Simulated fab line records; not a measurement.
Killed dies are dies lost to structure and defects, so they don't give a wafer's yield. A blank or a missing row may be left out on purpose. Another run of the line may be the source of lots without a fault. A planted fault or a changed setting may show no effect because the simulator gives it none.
fab line records + flow nand-harc
record
- lots=12
- wafers=36
- last-day=33
route steps=1302 shown THIN_TSV@1264 END@1302
lots with no fault: from the same line, run without faults
start-h: start of the lot's first displayed wafer, in hours after the record's first day + wait-h: how many hours have passed since the lot's step before this one + " identical to the entry in the row above + L1.1+2: a row that stands for several wafers + - no value, or no start given + * or withheld: withheld + < > ~ a bound
route shown NAME@n: NAME is a module with steps in the file, n the number in the route of the first one + usual: average and standard deviation across the fault-free wafers + same: alike in all rows + chamber/n: place in a boat + sites: readings site by site + _std_site: their standard deviation + _edge_site: mean of outer sites minus mean of inner sites + radius-mm: for every site, how far away it sits from the centre of the wafer + mask NAME#n: copy n + behind: the tool/chamber that last shaped the wafer + hold: why the lot was held/for how many hours/how that ended + device: the transistor (n, p or np) that didn't switch + end of line: at the end of the route, the tests of the same wafers + where a step has no rows: the recipe by itself + killed: not the wafer's yield, but the dies lost to structure and defects at the first sort + map: shows each die of a wafer: x if killed, . if not, _ if none is there
set.NAME: the run value of the setting; set.NAME@STEP: its run value at that earlier step + model.NAME: the simulator's own value behind a step, which no gauge read
a sample of lots followed through the steps of the route, with each step as a table and each wafer as a row
services: a tool's chamber out of use, with start hour (start-h, from the record's first day; less than 0 if before it), hours out, and reason
## steps
# step NHARC_THIN_TSV_CD_MEAS_16
# usual
- cd-nm=1000.9/2
| lot.wafer | tool      | chamber | start-h | wait-h | cd-nm  |
|-----------|-----------|---------|---------|--------|--------|
| L845.1    | cd-sem-01 | -       | 546.50  | 0.1    | 1000.0 |
| L845.2    | "         | -       | "       | "      | 1002.8 |
| L845.4    | "         | -       | "       | "      | 1002.7 |
| L849.2    | cd-sem-02 | -       | 589.79  | 0.1    | 1003.5 |
| L849.4    | "         | -       | "       | "      | 999.3  |
| L849.6    | "         | -       | "       | "      | 999.2  |
| L852.2    | cd-sem-03 | -       | 635.58  | 0.1    | 1001.4 |
| L852.4    | "         | -       | "       | "      | 1001.7 |
| L852.5    | "         | -       | "       | "      | 998.5  |
| L854.1    | cd-sem-01 | -       | 645.69  | 0.1    | 998.6  |
| L854.2    | "         | -       | "       | "      | 998.9  |
| L854.4    | "         | -       | "       | "      | 999.7  |
| L856.1    | cd-sem-03 | -       | 664.51  | 0.1    | 1001.4 |
| L856.2    | "         | -       | "       | "      | 999.0  |
| L856.6    | "         | -       | "       | "      | 998.1  |
| L858.2    | cd-sem-03 | -       | 678.59  | 0.1    | 1000.6 |
| L858.4    | "         | -       | "       | "      | 1000.9 |
| L858.5    | "         | -       | "       | "      | 1002.0 |
| L860.1    | cd-sem-01 | -       | 718.56  | 0.1    | 1000.8 |
| L860.5    | "         | -       | "       | "      | 997.0  |
| L860.6    | "         | -       | "       | "      | 1000.6 |
| L863.1    | cd-sem-02 | -       | 729.58  | 0.1    | 1003.3 |
| L863.2    | "         | -       | "       | "      | 1001.7 |
| L863.4    | "         | -       | "       | "      | 997.6  |
| L864.2    | cd-sem-01 | -       | 739.16  | 0.1    | 998.4  |
| L864.5    | "         | -       | "       | "      | 996.6  |
| L864.6    | "         | -       | "       | "      | 999.7  |
| L865.3    | cd-sem-01 | -       | 756.63  | 0.1    | 1000.9 |
| L865.5    | "         | -       | "       | "      | 999.0  |
| L865.6    | "         | -       | "       | "      | 1000.2 |
| L866.4    | cd-sem-03 | -       | 766.75  | 0.1    | 1001.7 |
| L866.5    | "         | -       | "       | "      | 998.9  |
| L866.6    | "         | -       | "       | "      | 998.3  |
| L867.3    | cd-sem-02 | -       | 772.04  | 0.1    | 1006.3 |
| L867.5    | "         | -       | "       | "      | 1005.3 |
| L867.6    | "         | -       | "       | "      | 1004.6 |
# step NHARC_THIN_TSV_ANNEAL_52
# recipe
- temp-c=225
- time-s=90
# usual
- anneal-temp-c=225.02/0.16
- anneal-temp-c-max=226.41/0.3
- wafer_temp_C_max=225.85/0.22
# same
- time-s=90
| lot.wafer | tool          | chamber | start-h | wait-h | anneal-temp-c | anneal-temp-c-max | wafer_temp_C_max |
|-----------|---------------|---------|---------|--------|---------------|-------------------|------------------|
| L845.1    | rtp-anneal-02 | 0       | 549.50  | 0.7    | 225.29        | 226.78            | 225.82           |
| L845.2    | "             | 0       | "       | "      | 225.32        | 226.50            | 225.82           |
| L845.4    | "             | 0       | "       | "      | 225.29        | 226.64            | 225.70           |
| L849.2    | rtp-anneal-02 | 0       | 592.82  | 0.7    | 224.80        | 226.58            | 225.80           |
| L849.4    | "             | 0       | "       | "      | 225.12        | 227.03            | 225.91           |
| L849.6    | "             | 0       | "       | "      | 224.86        | 226.26            | 226.06           |
| L852.2    | rtp-anneal-02 | 0       | 638.61  | 0.6    | 225.07        | 226.50            | 225.78           |
| L852.4    | "             | 0       | "       | "      | 225.12        | 227.22            | 225.68           |
| L852.5    | "             | 0       | "       | "      | 224.87        | 226.24            | 225.64           |
| L854.1    | rtp-anneal-02 | 0       | 648.82  | 0.6    | 224.99        | 226.48            | 225.72           |
| L854.2    | "             | 0       | "       | "      | 224.87        | 226.54            | 225.96           |
| L854.4    | "             | 0       | "       | "      | 225.03        | 226.37            | 225.94           |
| L856.1    | rtp-anneal-02 | 0       | 667.54  | 0.6    | 224.93        | 226.47            | 225.90           |
| L856.2    | "             | 0       | "       | "      | 224.76        | 226.04            | 226.00           |
| L856.6    | "             | 0       | "       | "      | 224.86        | 226.72            | 225.84           |
| L858.2    | rtp-anneal-01 | 0       | 681.63  | 0.7    | 225.30        | 226.88            | 225.61           |
| L858.4    | "             | 0       | "       | "      | 225.18        | 226.11            | 225.89           |
| L858.5    | "             | 0       | "       | "      | 225.28        | 226.55            | 225.65           |
| L860.1    | rtp-anneal-02 | 0       | 721.55  | 0.6    | 224.97        | 226.17            | 225.95           |
| L860.5    | "             | 0       | "       | "      | 225.13        | 226.27            | 226.03           |
| L860.6    | "             | 0       | "       | "      | 225.08        | 226.74            | 226.22           |
| L863.1    | rtp-anneal-01 | 0       | 732.81  | 0.6    | 225.09        | 226.26            | 225.63           |
| L863.2    | "             | 0       | "       | "      | 225.23        | 226.30            | 225.70           |
| L863.4    | "             | 0       | "       | "      | 225.22        | 227.00            | 225.96           |
| L864.2    | rtp-anneal-02 | 0       | 742.22  | 0.7    | 224.50        | 226.10            | 226.08           |
| L864.5    | "             | 0       | "       | "      | 224.78        | 226.42            | 225.51           |
| L864.6    | "             | 0       | "       | "      | 224.80        | 226.08            | 225.51           |
| L865.3    | rtp-anneal-02 | 0       | 759.83  | 0.5    | 224.99        | 226.52            | 226.14           |
| L865.5    | "             | 0       | "       | "      | 224.94        | 226.39            | 225.76           |
| L865.6    | "             | 0       | "       | "      | 225.10        | 226.60            | 225.96           |
| L866.4    | rtp-anneal-01 | 0       | 769.90  | 0.5    | 225.09        | 226.29            | 226.00           |
| L866.5    | "             | 0       | "       | "      | 225.34        | 226.67            | 225.65           |
| L866.6    | "             | 0       | "       | "      | 225.17        | 226.32            | 226.33           |
| L867.3    | rtp-anneal-01 | 0       | 775.32  | 0.6    | 225.21        | 226.46            | 225.68           |
| L867.5    | "             | 0       | "       | "      | 225.04        | 226.14            | 225.56           |
| L867.6    | "             | 0       | "       | "      | 225.24        | 226.59            | 226.00           |
# step NHARC_THIN_TSV_ETCH_59
# recipe
- target-depth-a=8800
- icp-w=900
- bias-w=100
- Cl2_flow_sccm=60
- bcl3-flow-sccm=30
- time-s=138.1
- chemistry=Cl2/BCl3
# usual
- drypump-motor-current-A=5.3/0.44
- oes-product-au=1.004/0.01
- throttle-valve-pct=22.265/0.0097
# same
- time-s=138.1
| lot.wafer | tool         | chamber | start-h | wait-h | drypump-motor-current-A | oes-product-au | rf-hours-counter-h | throttle-valve-pct |
|-----------|--------------|---------|---------|--------|-------------------------|----------------|--------------------|--------------------|
| L845.2    | rie-metal-01 | 1       | 551.74  | 0.1    | 5.0                     | 1.020          | 2.1                | 22.251             |
| L845.1    | "            | 0       | "       | "      | 5.7                     | 1.014          | 2.1                | 22.287             |
| L845.4    | "            | 0       | "       | "      | 5.7                     | 1.007          | -                  | 22.256             |
| L849.2    | rie-metal-01 | 1       | 595.00  | 0.1    | 5.0                     | 0.991          | 0.1                | 22.258             |
| L849.4    | "            | 0       | "       | "      | 5.7                     | 1.008          | -                  | 22.252             |
| L849.6    | "            | 1       | "       | "      | 5.0                     | 0.994          | -                  | 22.266             |
| L852.2    | rie-metal-02 | 1       | 640.79  | 0.1    | 4.8                     | 1.016          | 0.0                | 22.257             |
| L852.4    | "            | 1       | "       | "      | 4.8                     | 0.927          | -                  | 22.263             |
| L852.5    | "            | 0       | "       | "      | 5.7                     | 1.021          | -                  | 22.254             |
| L854.2    | rie-metal-02 | 1       | 651.06  | 0.1    | 4.8                     | 1.003          | 0.3                | 22.261             |
| L854.1    | "            | 0       | "       | "      | 5.7                     | 1.009          | 0.3                | 22.261             |
| L854.4    | "            | 1       | "       | "      | 4.8                     | 0.922          | -                  | 22.268             |
| L856.2    | rie-metal-01 | 1       | 669.65  | 0.1    | 5.0                     | 0.998          | 1.2                | 22.259             |
| L856.1    | "            | 0       | "       | "      | 5.6                     | 1.008          | 1.2                | 22.271             |
| L856.6    | "            | 0       | "       | "      | 5.7                     | 1.004          | -                  | 22.272             |
| L858.2    | rie-metal-01 | 1       | 683.71  | 0.1    | 5.0                     | 0.997          | 1.4                | 22.259             |
| L858.4    | "            | 0       | "       | "      | 5.7                     | 0.996          | -                  | 22.267             |
| L858.5    | "            | 1       | "       | "      | 5.0                     | 0.995          | -                  | 22.258             |
| L860.1    | rie-metal-02 | 1       | 723.69  | 0.1    | 4.8                     | 1.006          | 1.3                | 22.268             |
| L860.5    | "            | 0       | "       | "      | 5.7                     | 1.009          | -                  | 22.271             |
| L860.6    | "            | 1       | "       | "      | 4.8                     | 1.008          | -                  | 22.273             |
| L863.1    | rie-metal-02 | 1       | 734.92  | 0.1    | 4.8                     | 1.016          | 1.5                | 22.273             |
| L863.2    | "            | 0       | "       | "      | 5.7                     | 1.019          | 1.5                | 22.272             |
| L863.4    | "            | 0       | "       | "      | 5.7                     | 1.023          | -                  | 22.267             |
| L864.2    | rie-metal-02 | 0       | 744.44  | 0.1    | 5.7                     | 1.019          | 2.0                | 22.278             |
| L864.5    | "            | 0       | "       | "      | 5.7                     | 1.016          | -                  | 22.253             |
| L864.6    | "            | 1       | "       | "      | 4.8                     | 1.005          | -                  | 22.264             |
| L865.3    | rie-metal-01 | 0       | 762.04  | 0.2    | 5.7                     | 1.005          | -                  | 22.270             |
| L865.6    | "            | 0       | "       | "      | 5.7                     | 1.009          | -                  | 22.242             |
| L865.5    | "            | 1       | "       | "      | 5.0                     | 1.009          | -                  | 22.276             |
| L866.4    | rie-metal-02 | 0       | 772.08  | 0.2    | 5.7                     | 1.003          | -                  | 22.289             |
| L866.5    | "            | 1       | "       | "      | 4.8                     | 0.992          | -                  | 22.271             |
| L866.6    | "            | 0       | "       | "      | 5.7                     | 1.013          | -                  | 22.244             |
| L867.3    | rie-metal-03 | 0       | 777.43  | 0.2    | 5.0                     | 1.015          | -                  | 22.271             |
| L867.5    | "            | 1       | "       | "      | 6.1                     | 0.990          | -                  | 22.251             |
| L867.6    | "            | 0       | "       | "      | 5.0                     | 1.010          | -                  | 22.257             |
# step NHARC_THIN_TSV_ETCH_36
# recipe
- target-depth-a=650
- over-etch-frac=0.3
- time-s=18.571
- ion-energy-ev=150
- chemistry=Cl2/BCl3
# usual
- drypump-motor-current-A=5.3/0.44
- oes-product-au=1.005/0.0098
# same
- over-etch-frac=0.3
- time-s=18.571
| lot.wafer | tool         | chamber | start-h | wait-h | drypump-motor-current-A | oes-product-au | rf-hours-counter-h |
|-----------|--------------|---------|---------|--------|-------------------------|----------------|--------------------|
| L845.1    | rie-metal-01 | 0       | 552.00  | 0.2    | 5.7                     | 0.995          | 2.2                |
| L845.2    | "            | 1       | "       | "      | 5.0                     | 1.001          | 2.2                |
| L845.4    | "            | 1       | "       | "      | 5.0                     | 1.001          | -                  |
| L849.2    | rie-metal-01 | 0       | 595.25  | 0.2    | 5.7                     | 1.013          | 0.2                |
| L849.4    | "            | 0       | "       | "      | 5.7                     | 1.010          | -                  |
| L849.6    | "            | 0       | "       | "      | 5.7                     | 0.996          | -                  |
| L852.2    | rie-metal-02 | 1       | 641.06  | 0.2    | 4.8                     | 1.013          | 0.2                |
| L852.4    | "            | 0       | "       | "      | 5.7                     | 1.005          | -                  |
| L852.5    | "            | 0       | "       | "      | 5.7                     | 1.008          | -                  |
| L854.2    | rie-metal-02 | 1       | 651.32  | 0.2    | 4.8                     | 1.019          | 0.4                |
| L854.1    | "            | 0       | "       | "      | 5.7                     | 1.011          | 0.4                |
| L854.4    | "            | 1       | "       | "      | 4.8                     | 1.006          | -                  |
| L856.1    | rie-metal-01 | 1       | 669.91  | 0.2    | 5.0                     | 0.998          | 1.3                |
| L856.2    | "            | 0       | "       | "      | 5.7                     | 1.001          | 1.3                |
| L856.6    | "            | 1       | "       | "      | 5.0                     | 0.997          | -                  |
| L858.2    | rie-metal-01 | 1       | 683.94  | 0.2    | 5.0                     | 1.003          | 1.5                |
| L858.4    | "            | 1       | "       | "      | 5.0                     | 1.004          | -                  |
| L858.5    | "            | 0       | "       | "      | 5.7                     | 1.010          | -                  |
| L860.1    | rie-metal-02 | 0       | 723.91  | 0.2    | 5.7                     | 1.015          | 1.4                |
| L860.5    | "            | 0       | "       | "      | 5.7                     | 1.017          | -                  |
| L860.6    | "            | 1       | "       | "      | 4.8                     | 1.013          | -                  |
| L863.2    | rie-metal-02 | 1       | 735.18  | 0.2    | 4.8                     | 1.009          | 1.6                |
| L863.1    | "            | 0       | "       | "      | 5.7                     | 1.012          | 1.6                |
| L863.4    | "            | 0       | "       | "      | 5.7                     | 1.012          | -                  |
| L864.2    | rie-metal-02 | 1       | 744.71  | 0.2    | 4.8                     | 1.013          | 2.1                |
| L864.6    | "            | 1       | "       | "      | 4.8                     | 1.015          | -                  |
| L864.5    | "            | 0       | "       | "      | 5.7                     | 1.021          | -                  |
| L865.3    | rie-metal-01 | 0       | 762.24  | 0.2    | 5.7                     | 1.007          | -                  |
| L865.5    | "            | 0       | "       | "      | 5.7                     | 0.998          | -                  |
| L865.6    | "            | 1       | "       | "      | 5.0                     | 1.007          | -                  |
| L866.4    | rie-metal-02 | 1       | 772.24  | 0.1    | 4.8                     | 1.013          | -                  |
| L866.6    | "            | 1       | "       | "      | 4.8                     | 1.015          | -                  |
| L866.5    | "            | 0       | "       | "      | 5.8                     | 1.008          | -                  |
| L867.3    | rie-metal-03 | 1       | 777.60  | 0.1    | 6.1                     | 0.974          | -                  |
| L867.6    | "            | 1       | "       | "      | 6.1                     | 0.994          | -                  |
| L867.5    | "            | 0       | "       | "      | 5.0                     | 1.008          | -                  |
# step NHARC_END_SORT_01
# recipe
- temp-c=25
# usual
- defect-limited-yield=92.0/2.8
- killed-at-array=49/18
- killed-at-other=0.7/1.1
- killed-at-periphery=4.0/2.6
- killed-dies=54/19
- killed-open=3.4/1.7
- killed-short=2.5/1.7
- sort_bin_2_pct=2.8/1.2
- sort_bin_3_pct=0.6/0.4
- sort_bin_4_pct=4.5/1.5
- sort-n-pass=623/19
- sort-rim-yield-pct=89/4.8
- sort-yield-pct=92.0/2.8
# same
- gross-dies=677
- sort_bin_5_pct[%]=0
- sort_bin_6_pct[%]=0
- sort_bin_7_pct[%]=0
- sort_bin_8_pct[%]=0
- sort-rim-n-gross=106.00
| lot.wafer | tool      | chamber | start-h | wait-h | defect-limited-yield[%] | killed-at-array | killed-at-other | killed-at-periphery | killed-dies | killed-open | killed-short | sort_bin_2_pct[%] | sort_bin_3_pct[%] | sort_bin_4_pct[%] | sort-n-pass | sort-rim-yield-pct[%] | sort-yield-pct[%] |
|-----------|-----------|---------|---------|--------|-------------------------|-----------------|-----------------|---------------------|-------------|-------------|--------------|-------------------|-------------------|-------------------|-------------|-----------------------|-------------------|
| L852.2    | prober-02 | 0       | 650.39  | 2.8    | 91.1                    | 53              | 2               | 5                   | 60          | 5           | 3            | 3.0               | 0.4               | 5.5               | 617         | 84                    | 91.1              |
| L852.4    | prober-02 | 0       | 651.96  | 3.4    | 0                       | 48              | 625             | 4                   | 677         | 3           | 2            | 3.2               | 92.2              | 4.6               | 0           | 0                     | 0                 |
| L852.5    | prober-02 | 0       | 652.75  | 3.7    | 88.0                    | 74              | 0               | 7                   | 81          | 6           | 2            | 3.7               | 0.4               | 7.8               | 596         | 83                    | 88.0              |
| L854.1    | prober-02 | 0       | 658.71  | 2.5    | 95.1                    | 32              | 0               | 1                   | 33          | 1           | 3            | 1.0               | 0                 | 3.8               | 644         | 98                    | 95.1              |
| L854.2    | prober-02 | 0       | 659.48  | 2.8    | 93.9                    | 36              | 3               | 2                   | 41          | 3           | 2            | 2.4               | 0                 | 3.7               | 636         | 92                    | 93.9              |
| L854.4    | prober-02 | 0       | 661.03  | 3.3    | 0.1                     | 24              | 650             | 2                   | 676         | 6           | 4            | 1.6               | 96.2              | 2.1               | 1           | 0                     | 0.1               |
| L858.2    | prober-01 | 0       | 693.28  | 2.8    | 90.4                    | 59              | 1               | 5                   | 65          | 3           | 3            | 4.1               | 0.4               | 5.0               | 612         | 85                    | 90.4              |
| L858.4    | prober-01 | 0       | 694.89  | 3.4    | 91.6                    | 53              | 1               | 3                   | 57          | 3           | 1            | 2.5               | 0.7               | 5.2               | 620         | 86                    | 91.6              |
| L858.5    | prober-01 | 0       | 695.69  | 3.7    | 89.2                    | 64              | 2               | 7                   | 73          | 4           | 1            | 3.4               | 0.9               | 6.5               | 604         | 88                    | 89.2              |
| L864.2    | prober-01 | 0       | 760.54  | 2.8    | 93.8                    | 40              | 2               | 0                   | 42          | 2           | 3            | 1.9               | 0.7               | 3.5               | 635         | 88                    | 93.8              |
| L864.5    | prober-01 | 0       | 762.97  | 3.7    | 93.2                    | 46              | 0               | 0                   | 46          | 1           | 4            | 3.1               | 0.4               | 3.2               | 631         | 88                    | 93.2              |
| L864.6    | prober-01 | 0       | 763.78  | 4.0    | 90.4                    | 63              | 0               | 2                   | 65          | 4           | 2            | 4.6               | 0.7               | 4.3               | 612         | 89                    | 90.4              |
| L866.4    | prober-02 | 0       | 785.10  | 3.4    | 90.4                    | 62              | 0               | 3                   | 65          | 3           | 4            | 3.8               | 0.7               | 5.0               | 612         | 86                    | 90.4              |
| L866.5    | prober-02 | 0       | 785.91  | 3.7    | 91.3                    | 57              | 0               | 2                   | 59          | 2           | 1            | 3.0               | 1.3               | 4.4               | 618         | 89                    | 91.3              |
| L866.6    | prober-02 | 0       | 786.72  | 4.0    | 92.8                    | 46              | 0               | 3                   | 49          | 2           | 4            | 3.2               | 0.7               | 3.2               | 628         | 89                    | 92.8              |
# killed by level:class
L852.2 A_SLIT:chamber-film-flake=19 A_CHANNEL_HOLE_D2:chamber-film-flake=13 A_STAIRCASE:chamber-film-flake=6 A_CHANNEL_HOLE_D1:chamber-film-flake=3 A_CHANNEL_FILL_D2:geometric-particle:open=2 P_ZERO_WELL:chamber-film-flake=2 A_M0:chamber-film-flake=2 A_WL_FILL:chamber-film-flake=2
L852.4 THIN_TSV:area-etch=623 A_SLIT:chamber-film-flake=22 A_CHANNEL_HOLE_D2:chamber-film-flake=13 A_CHANNEL_HOLE_D1:chamber-film-flake=2 A_STAIRCASE:chamber-film-flake=2 A_WL_FILL:chamber-film-flake=2 A_M0:chamber-film-flake=2 THIN_TSV:chamber-film-flake=2
L852.5 A_CHANNEL_HOLE_D2:chamber-film-flake=33 A_SLIT:chamber-film-flake=22 A_CHANNEL_HOLE_D1:chamber-film-flake=4 P_GATE:chamber-film-flake=3 A_STAIRCASE:chamber-film-flake=3 A_DECK1_JOINT:geometric-particle:open=2 A_CHANNEL_FILL_D2:geometric-particle:open=2 A_CHANNEL_FILL_D2:chamber-film-flake=2
L854.1 A_CHANNEL_HOLE_D1:chamber-film-flake=14 A_CONTACT:chamber-film-flake=4 A_ZERO_WELL:chamber-film-flake=3 A_CHANNEL_HOLE_D2:unspecified=2 A_SGD_CUT:chamber-film-flake=2 A_M0:chamber-film-flake=2 A_CHANNEL_FILL_D1:geometric-particle:short=1 A_ONON_D2:geometric-particle:open=1
L854.2 A_CHANNEL_HOLE_D1:chamber-film-flake=13 A_CONTACT:chamber-film-flake=6 A_ZERO_WELL:chamber-film-flake=5 A_CHANNEL_HOLE_D2:unspecified=4 A_STAIRCASE:chamber-film-flake=3 STARTING-WAFER:geometric-particle:open=2 A_M0:chamber-film-flake=2 A_CHANNEL_FILL_D2:geometric-particle:short=1
L854.4 THIN_TSV:area-etch=648 A_CHANNEL_HOLE_D1:chamber-film-flake=8 A_STAIRCASE:chamber-film-flake=4 A_DECK1_JOINT:geometric-particle:short=3 A_CHANNEL_HOLE_D2:unspecified=2 A_CONTACT:chamber-film-flake=2 P_M0:geometric-particle:open=1 P_M1:geometric-particle:open=1
L858.2 A_CHANNEL_HOLE_D2:chamber-film-flake=23 A_CHANNEL_HOLE_D1:chamber-film-flake=18 A_STAIRCASE:chamber-film-flake=4 A_SLIT:chamber-film-flake=4 P_GATE:chamber-film-flake=3 A_CHANNEL_FILL_D2:geometric-particle:short=2 A_CONTACT:chamber-film-flake=2 A_ONON_D1:geometric-particle:short=1
L858.4 A_CHANNEL_HOLE_D2:chamber-film-flake=25 A_CHANNEL_HOLE_D1:chamber-film-flake=15 A_CONTACT:chamber-film-flake=4 A_STAIRCASE:chamber-film-flake=3 A_CHANNEL_FILL_D2:geometric-particle:open=2 A_WL_FILL:chamber-film-flake=2 P_CONTACT:geometric-particle:open=1 A_DECK1_JOINT:geometric-particle:short=1
L858.5 A_CHANNEL_HOLE_D1:chamber-film-flake=31 A_CHANNEL_HOLE_D2:chamber-film-flake=18 A_STAIRCASE:chamber-film-flake=6 P_GATE:chamber-film-flake=3 P_CONTACT:geometric-particle:open=2 P_ZERO_WELL:chamber-film-flake=2 THIN_TSV:chamber-film-flake=2 A_SLIT:chamber-film-flake=2
L864.2 A_SLIT:chamber-film-flake=18 A_CHANNEL_HOLE_D1:chamber-film-flake=5 A_CHANNEL_HOLE_D2:chamber-film-flake=4 A_STAIRCASE:chamber-film-flake=3 A_CONTACT:chamber-film-flake=3 A_WL_FILL:geometric-particle:short=2 A_DECK1_JOINT:chamber-film-flake=2 A_CHANNEL_FILL_D1:geometric-particle:open=1
L864.5 A_SLIT:chamber-film-flake=15 A_CHANNEL_HOLE_D1:chamber-film-flake=11 A_STAIRCASE:chamber-film-flake=6 A_CHANNEL_HOLE_D2:chamber-film-flake=4 A_CONTACT:chamber-film-flake=4 A_CHANNEL_HOLE_D1:geometric-particle:short=1 A_CHANNEL_FILL_D1:geometric-particle:short=1 A_DECK1_JOINT:geometric-particle:short=1
L864.6 A_SLIT:chamber-film-flake=28 A_CHANNEL_HOLE_D1:chamber-film-flake=10 A_CHANNEL_HOLE_D2:chamber-film-flake=8 A_STAIRCASE:chamber-film-flake=7 A_CONTACT:chamber-film-flake=3 A_ONON_D1:geometric-particle:short=2 A_ONON_D1:geometric-particle:open=1 A_WL_FILL:geometric-particle:open=1
L866.4 A_SLIT:chamber-film-flake=29 A_CHANNEL_HOLE_D2:chamber-film-flake=13 A_CONTACT:chamber-film-flake=4 A_CHANNEL_FILL_D1:chamber-film-flake=3 A_CHANNEL_HOLE_D1:chamber-film-flake=2 A_DECK1_JOINT:chamber-film-flake=2 A_SGD_CUT:chamber-film-flake=2 P_M1:geometric-particle:short=1
L866.5 A_SLIT:chamber-film-flake=24 A_CHANNEL_HOLE_D2:chamber-film-flake=17 A_CONTACT:chamber-film-flake=4 A_CHANNEL_FILL_D1:chamber-film-flake=3 P_STI:chamber-film-flake=2 A_DECK1_JOINT:chamber-film-flake=2 A_STAIRCASE:chamber-film-flake=2 A_CHANNEL_FILL_D1:geometric-particle:short=1
L866.6 A_SLIT:chamber-film-flake=18 A_CHANNEL_HOLE_D2:chamber-film-flake=9 A_CONTACT:chamber-film-flake=5 A_DECK1_JOINT:chamber-film-flake=4 A_CHANNEL_FILL_D1:chamber-film-flake=3 A_SGD_CUT:chamber-film-flake=2 P_GATE:geometric-particle:open=1 P_M1:geometric-particle:short=1
## services
| tool          | chamber | start-h | hours | kind       |
|---------------|---------|---------|-------|------------|
| rie-metal-03  | 0       | 528.00  | -     | clean      |
| rie-metal-03  | 1       | 528.00  | -     | clean      |
| rie-metal-02  | -       | 530.85  | 0.4   | repair     |
| rie-metal-01  | -       | 575.00  | 9.0   | pm         |
| rie-metal-01  | 0       | 575.00  | 9.0   | vent-cycle |
| rie-metal-01  | 1       | 575.00  | 9.0   | vent-cycle |
| rie-metal-01  | 0       | 584.00  | -     | clean      |
| rie-metal-01  | 1       | 584.00  | -     | clean      |
| rie-metal-02  | -       | 631.00  | 9.0   | pm         |
| rie-metal-02  | 0       | 631.00  | 9.0   | vent-cycle |
| rie-metal-02  | 1       | 631.00  | 9.0   | vent-cycle |
| rie-metal-02  | 0       | 640.00  | -     | clean      |
| rie-metal-02  | 1       | 640.00  | -     | clean      |
| rie-metal-03  | -       | 696.00  | 9.0   | pm         |
| rie-metal-03  | 0       | 696.00  | 9.0   | vent-cycle |
| rie-metal-03  | 1       | 696.00  | 9.0   | vent-cycle |
| rie-metal-03  | 0       | 705.00  | -     | clean      |
| rie-metal-03  | 1       | 705.00  | -     | clean      |
| rtp-anneal-02 | -       | 744.00  | 12.0  | pm         |
| rie-metal-01  | -       | 752.00  | 9.0   | pm         |
| rie-metal-01  | 0       | 752.00  | 9.0   | vent-cycle |
| rie-metal-01  | 1       | 752.00  | 9.0   | vent-cycle |
| rie-metal-01  | 0       | 761.00  | -     | clean      |
| rie-metal-01  | 1       | 761.00  | -     | clean      |
## key
first-sign
- step=NHARC_THIN_TSV_ETCH_59
- reading=oes-product-au
- direction=down
- sigmas=8
- usual=1.004
- struck=0.924
effect
- step=NHARC_END_SORT_01
- reading=killed-at-other
- direction=up
- sigmas=99+
- usual=0.7
- struck=637.5
more-kills-born-at
- NHARC_THIN_TSV_ETCH_59@rie-metal-02=1271
met-at NHARC_THIN_TSV_ETCH_59
struck-lots L852,L854
struck-wafers L852.4,L854.4
later-rows-left-out L852.4,L854.4
not-acting-at NHARC_THIN_TSV_CD_MEAS_16,NHARC_THIN_TSV_ANNEAL_52,NHARC_THIN_TSV_ETCH_36
fault
- kind=process-parameter-drift
- tool=rie-metal-02
- chamber=-
- onset-h=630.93
- steps=NHARC_THIN_TSV_ETCH_59
- channel=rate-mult
- offset=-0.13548
- shape=step
- end-h=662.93
- scope=struck-wafers-only
# later-rows-left-out: the simulator's readings of these wafers behind a module that went badly wrong aren't trusted and aren't shown, but for the sort
